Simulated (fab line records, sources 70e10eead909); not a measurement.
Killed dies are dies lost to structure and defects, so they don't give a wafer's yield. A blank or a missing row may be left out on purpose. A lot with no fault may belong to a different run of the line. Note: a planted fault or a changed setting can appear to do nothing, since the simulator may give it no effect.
Chamber matching || flow nand-harc || 4 sister chambers for NHARC_THIN_TSV_CMP_01 on cmp-02
The step polishes. 22 wafers are shown with their chamber, then 11 later ones without.

## WAFERS PAIRED WITH THEIR CHAMBERS
{"wafer": "L465.1", "chamber": 2, "motor-current-A (A)": 10.3, "slurry-flow-ml-min": 149.9}
{"wafer": "L465.3", "chamber": 1, "motor-current-A (A)": 12.3, "slurry-flow-ml-min": 150.2}
{"wafer": "L465.4", "chamber": 0, "motor-current-A (A)": 11.8, "slurry-flow-ml-min": 149.9}
{"wafer": "L468.2", "chamber": 2, "motor-current-A (A)": 10.7, "slurry-flow-ml-min": 149.9}
{"wafer": "L468.5", "chamber": 0, "motor-current-A (A)": 12.5, "slurry-flow-ml-min": 149.5}
{"wafer": "L468.6", "chamber": 1, "motor-current-A (A)": 13.0, "slurry-flow-ml-min": 149.3}
{"wafer": "L467.2", "chamber": 3, "motor-current-A (A)": 12.7, "slurry-flow-ml-min": 150.3}
{"wafer": "L467.3", "chamber": 1, "motor-current-A (A)": 12.1, "slurry-flow-ml-min": 150.1}
{"wafer": "L467.5", "chamber": 0, "motor-current-A (A)": 11.5, "slurry-flow-ml-min": 150.5}
{"wafer": "L477.2", "chamber": 0, "motor-current-A (A)": 11.4, "slurry-flow-ml-min": 150.3}
{"wafer": "L477.4", "chamber": 3, "motor-current-A (A)": 14.1, "slurry-flow-ml-min": 149.5}
{"wafer": "L477.5", "chamber": 1, "motor-current-A (A)": 12.5, "slurry-flow-ml-min": 149.9}
{"wafer": "L478.1", "chamber": 3, "motor-current-A (A)": 12.4, "slurry-flow-ml-min": 150.6}
{"wafer": "L478.2", "chamber": 0, "motor-current-A (A)": 11.8, "slurry-flow-ml-min": 150.0}
{"wafer": "L478.4", "chamber": 1, "motor-current-A (A)": 12.8, "slurry-flow-ml-min": 150.2}
{"wafer": "L479.3", "chamber": 3, "motor-current-A (A)": 12.6, "slurry-flow-ml-min": 150.5}
{"wafer": "L479.4", "chamber": 2, "motor-current-A (A)": 10.0, "slurry-flow-ml-min": 150.3}
{"wafer": "L479.6", "chamber": 3, "motor-current-A (A)": 12.6, "slurry-flow-ml-min": 150.5}
{"wafer": "L480.1", "chamber": 0, "motor-current-A (A)": 11.2, "slurry-flow-ml-min": 149.9}
{"wafer": "L480.2", "chamber": 1, "motor-current-A (A)": 13.1, "slurry-flow-ml-min": 149.5}
{"wafer": "L480.3", "chamber": 2, "motor-current-A (A)": 10.0, "slurry-flow-ml-min": 149.6}
{"wafer": "L481.1", "chamber": 3, "motor-current-A (A)": 12.7, "slurry-flow-ml-min": 149.7}

SIGNATURES (averages over the wafers above)
{"reading": "motor-current-A", "chamber 0": 11.700, "chamber 1": 12.633, "chamber 2": 10.250, "chamber 3": 12.850, "scatter within a chamber": 0.477}
{"reading": "slurry-flow-ml-min", "chamber 0": 150.017, "chamber 1": 149.867, "chamber 2": 149.925, "chamber 3": 150.183, "scatter within a chamber": 0.386}
Rule: for each reading, subtract the chamber's mean from the wafer's reading, divide by that reading's scatter and square the result; add these up over the readings and take the root, which gives the wafer's distance from the chamber. The wafer belongs to the nearest chamber; if the next one is less than 2 further off, it can't be placed. The scatter: take each reading less its chamber's mean, square it, sum over the shown wafers, divide by the number of wafers less the number of chambers, and take the root.

## WAFERS WITHOUT THEIR CHAMBER
{"wafer": "L481.5", "motor-current-A (A)": 10.4, "slurry-flow-ml-min": 149.8}
{"wafer": "L481.6", "motor-current-A (A)": 12.7, "slurry-flow-ml-min": 151.0}
{"wafer": "L484.1", "motor-current-A (A)": 11.5, "slurry-flow-ml-min": 149.7}
{"wafer": "L484.2", "motor-current-A (A)": 10.1, "slurry-flow-ml-min": 149.5}
{"wafer": "L484.5", "motor-current-A (A)": 9.9, "slurry-flow-ml-min": 149.6}
{"wafer": "L482.2", "motor-current-A (A)": 11.7, "slurry-flow-ml-min": 149.4}
{"wafer": "L482.5", "motor-current-A (A)": 11.2, "slurry-flow-ml-min": 150.5}
{"wafer": "L482.6", "motor-current-A (A)": 12.7, "slurry-flow-ml-min": 150.2}
{"wafer": "L487.1", "motor-current-A (A)": 12.0, "slurry-flow-ml-min": 150.5}
{"wafer": "L487.2", "motor-current-A (A)": 12.8, "slurry-flow-ml-min": 150.0}
{"wafer": "L487.4", "motor-current-A (A)": 10.0, "slurry-flow-ml-min": 150.4}

## WHICH CHAMBER EACH WENT THROUGH
{"wafer": "L481.5", "from the rows above": 2, "in truth": 2}
{"wafer": "L481.6", "from the rows above": "can't be placed: 3 or 1 or 0", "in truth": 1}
{"wafer": "L484.1", "from the rows above": "can't be placed: 0 or 1 or 2", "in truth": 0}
{"wafer": "L484.2", "from the rows above": 2, "in truth": 2}
{"wafer": "L484.5", "from the rows above": 2, "in truth": 2}
{"wafer": "L482.2", "from the rows above": "can't be placed: 0 or 1 or 3 or 2", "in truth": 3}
{"wafer": "L482.5", "from the rows above": "can't be placed: 0 or 2 or 1 or 3", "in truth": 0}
{"wafer": "L482.6", "from the rows above": "can't be placed: 3 or 1 or 0", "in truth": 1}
{"wafer": "L487.1", "from the rows above": "can't be placed: 0 or 3 or 1", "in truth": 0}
{"wafer": "L487.2", "from the rows above": "can't be placed: 3 or 1 or 0", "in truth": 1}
{"wafer": "L487.4", "from the rows above": 2, "in truth": 2}
Correct placement for 4 of the 11. Unplaceable from these rows: 7, with the true chamber sitting among the candidates in 7. Wrongly placed: 0.
